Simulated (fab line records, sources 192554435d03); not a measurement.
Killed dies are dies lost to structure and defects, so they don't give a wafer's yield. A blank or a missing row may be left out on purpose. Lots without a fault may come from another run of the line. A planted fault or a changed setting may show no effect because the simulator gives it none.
Split-lot experiment | flow n5_finfet | 7 lots, 39 wafers read, on a route of 1938 steps

THE SPLIT
At N5_SD_EPI_N_EPI_21 (deposits Si:P, time 690 s), the setting time_s was moved away from the recipe's 690 s on 12 of the 39 wafers read, by -16.4% to +19.9%. The other wafers ran this setting at the recipe's value.

FROM THE SPLIT TO THE READING: what the file shows between them, 5 steps
- N5_SD_EPI_N_EPI_MEAS_23
- N5_SD_EPI_N_PRECLEAN_24: cleans in O3/DIW, time 60 s
- N5_SD_EPI_N_SRD_25: time 30 s
- N5_SD_ACTIVATION_RTA_00: time 0 s
- N5_SD_ACTIVATION_LSA_01: time 0.0008 s

THE READING
RS_SD_N, in ohm/sq, at N5_SD_ACTIVATION_RS_MEAS_03 (measures by four-point-probe). Fault-free wafers of this fab line usually give 21.95 ohm/sq, standard deviation 0.29 ohm/sq.

wafer  | tool, chamber at the split | time_s as run, s | against the recipe | RS_SD_N, ohm/sq | against lot-mates on the recipe
L077.1 | epi_rpcvd-02, 0            | 827.4            | +19.9%             | 19.73           | -2.41
L077.2 | epi_rpcvd-02, 0            | 690              | recipe             | 22.44           | -
L077.3 | epi_rpcvd-02, 0            | 827.4            | +19.9%             | 19.31           | -2.83
L077.4 | epi_rpcvd-02, 0            | 690              | recipe             | 22.12           | -
L077.5 | epi_rpcvd-02, 0            | 827.4            | +19.9%             | 19.73           | -2.41
L077.6 | epi_rpcvd-02, 0            | 690              | recipe             | 21.86           | -
L078.1 | epi_rpcvd-01, 0            | 690              | recipe             | 21.62           | -
L078.2 | epi_rpcvd-01, 0            | 792.9            | +14.9%             | 19.86           | -1.96
L078.3 | epi_rpcvd-01, 0            | 792.9            | +14.9%             | 19.76           | -2.06
L078.4 | epi_rpcvd-01, 0            | 690              | recipe             | 21.86           | -
L078.5 | epi_rpcvd-01, 0            | 792.9            | +14.9%             | 19.66           | -2.16
L078.6 | epi_rpcvd-01, 0            | 690              | recipe             | 21.97           | -
L084.1 | epi_rpcvd-01, 0            | 690              | recipe             | 21.82           | -
L084.2 | epi_rpcvd-01, 0            | 690              | recipe             | 21.83           | -
L084.3 | epi_rpcvd-01, 0            | 690              | recipe             | 21.97           | -
L084.4 | epi_rpcvd-01, 0            | 690              | recipe             | 21.93           | -
L084.5 | epi_rpcvd-01, 0            | 690              | recipe             | 22.12           | -
L084.6 | epi_rpcvd-01, 0            | 690              | recipe             | 22.09           | -
L086.1 | epi_rpcvd-01, 0            | 690              | recipe             | 22.46           | -
L086.2 | epi_rpcvd-01, 0            | 615.7            | -10.8%             | 24.53           | +1.97
L086.3 | epi_rpcvd-01, 0            | 690              | recipe             | 22.58           | -
L086.4 | epi_rpcvd-01, 0            | 690              | recipe             | 22.65           | -
L086.5 | epi_rpcvd-01, 0            | 615.7            | -10.8%             | 24.29           | +1.73
L086.6 | epi_rpcvd-01, 0            | 615.7            | -10.8%             | 24.22           | +1.66
L093.1 | epi_rpcvd-01, 0            | 576.5            | -16.4%             | 24.79           | +2.57
L093.2 | epi_rpcvd-01, 0            | 576.5            | -16.4%             | 25.14           | +2.92
L093.3 | epi_rpcvd-01, 0            | 576.5            | -16.4%             | 25.35           | +3.13
L093.4 | epi_rpcvd-01, 0            | 690              | recipe             | 22.49           | -
L093.5 | epi_rpcvd-01, 0            | 690              | recipe             | 22.21           | -
L093.6 | epi_rpcvd-01, 0            | 690              | recipe             | 21.95           | -
L094.1 | epi_rpcvd-03, 0            | 690              | recipe             | 21.83           | -
L094.2 | epi_rpcvd-03, 0            | 690              | recipe             | 22.14           | -
L094.3 | epi_rpcvd-03, 0            | 690              | recipe             | 21.83           | -
L094.4 | epi_rpcvd-03, 0            | 690              | recipe             | 21.76           | -
L094.5 | epi_rpcvd-03, 0            | 690              | recipe             | 21.86           | -
L094.6 | epi_rpcvd-03, 0            | 690              | recipe             | 21.57           | -
L095.3 | epi_rpcvd-03, 0            | 690              | recipe             | 22.34           | -
L095.4 | epi_rpcvd-03, 0            | 690              | recipe             | 22.16           | -
L095.6 | epi_rpcvd-03, 0            | 690              | recipe             | 22.28           | -

THE FIT
A straight line over all 39 wafers: RS_SD_N changes by -0.158 ohm/sq for each +1% of time_s; r = -0.97; the points scatter about the line by 0.36 ohm/sq.
The same after taking each lot's own level away (the mean of its wafers on the recipe; 39 wafers): -0.148 ohm/sq for each +1%; r = -0.99; scatter 0.23 ohm/sq.
On that fit, the largest move of time_s shifts the reading by 2.9 ohm/sq.
The lots' own levels span 21.817 to 22.563 ohm/sq, that is 2.6 times the standard deviation above.
So the lot-to-lot level changes the slope little: the two slopes agree.
Check: with one of the wafers moved furthest among these (+19.9%) left out of the fit, the line predicts -2.93 ohm/sq for it against its lot-mates. It came out at -2.41 ohm/sq against them.

OTHER SPLITS ON THESE WAFERS
These wafers also went through other splits before the reading. Each is held against what the fit with the lots' levels taken away leaves over:
other split on the same wafers       | wafers away from the commonest value | r with RS_SD_N (lot level and that fit taken away)
N5_DUMMY_GATE_ETCH_31 target_depth_a | 12                                   | +0.38
N5_DUMMY_GATE_ETCH_42 bias_w         | 12                                   | +0.30

THE WHOLE CHAIN: every reading that the file lists as answering this split, in the file's order
step                        | what it does                 | reading                                                                         | change (the file's fit)               | r (the file's)
N5_SD_EPI_N_EPI_21          | deposits Si:P, time 690 s    | Si-P_of_SD_EPI_N_EPI_21.thk_nm (the simulator's own value, which no gauge read) | +0.392 nm for each +1% of the setting | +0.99
N5_SD_EPI_N_EPI_MEAS_23     |                              | thk_nm                                                                          | withheld for each +1% of the setting  | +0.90
N5_SD_ACTIVATION_RS_MEAS_03 | measures by four-point-probe | RS_SD_N                                                                         | -0.147 for each +1% of the setting    | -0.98

THE FILE'S OWN FIT
RS_SD_N changes by -0.147 ohm/sq for each +1% of time_s, r = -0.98.
